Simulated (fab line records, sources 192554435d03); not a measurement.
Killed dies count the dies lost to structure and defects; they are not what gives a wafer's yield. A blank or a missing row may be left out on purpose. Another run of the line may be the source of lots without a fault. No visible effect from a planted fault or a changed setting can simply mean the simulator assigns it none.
Which tool was responsible? ; flow n5Finfet ; at 1 step of a route of 1938, 11 lots with 33 wafers sampled

WHAT THE GAUGES READ, wafer by wafer
N5_BEOL_M15_THK_MEAS_50: measures by xrf.
lot;measured;on;M15_THK (nm)
L797;day 12 05:23;filmMetro-01;852 830 848
L799;day 13 06:59;filmMetro-02;853 826 846
L802;day 13 22:26;filmMetro-02;847 851 907
L803;day 13 23:26;filmMetro-02;863 859 856
L805;day 14 04:36;filmMetro-02;852 863 855
L812;day 16 01:03;filmMetro-02;846 851 846
L814;day 16 04:46;filmMetro-02;911 860 851
L813;day 16 14:18;filmMetro-01;899 843 913
L818;day 17 22:02;filmMetro-01;869 865 905
L820;day 17 23:45;filmMetro-02;829 844 825
L819;day 18 10:04;filmMetro-02;857 858 837

WHAT TOOL EACH LOT RAN ON (gives the tool, then ch and the chambers of the sampled wafers, and finally the start)
The record shows no process step preceding these readings.

AS READ BY THE TOOLS THEMSELVES (means over the sampled wafers that have a number; for cases with no such wafer, the mark the record gives instead)
The record holds no such reading with a usual standard deviation.

THE ANSWER, worked out from the rows above alone
Rule: usual is defined by the lots themselves. The widest of any qualifying gaps counts: lots, ordered by their means at a reading, are off when they make up no more than a third of the lots, leave a main group of 4 or more, and stand apart from it by 3 or more times the standard deviation of that group's means. If all means in a main group match to the digits the tables above print for the reading, that group is not used. Also off: a lot with no number at a reading for which 4 or more lots have one. All remaining lots with rows at the step are treated as sound. Order of review: gauges by route order, followed by the tools' own readings, for which a lot's mean as printed above is used. The first step at which some lot is off is used, and at that step the reading that is off furthest; a lot without a number counts as furthest.
Across all readings shown, no lot is off: no conclusion can be drawn from this.

WHAT THE SIMULATOR HAD PUT IN
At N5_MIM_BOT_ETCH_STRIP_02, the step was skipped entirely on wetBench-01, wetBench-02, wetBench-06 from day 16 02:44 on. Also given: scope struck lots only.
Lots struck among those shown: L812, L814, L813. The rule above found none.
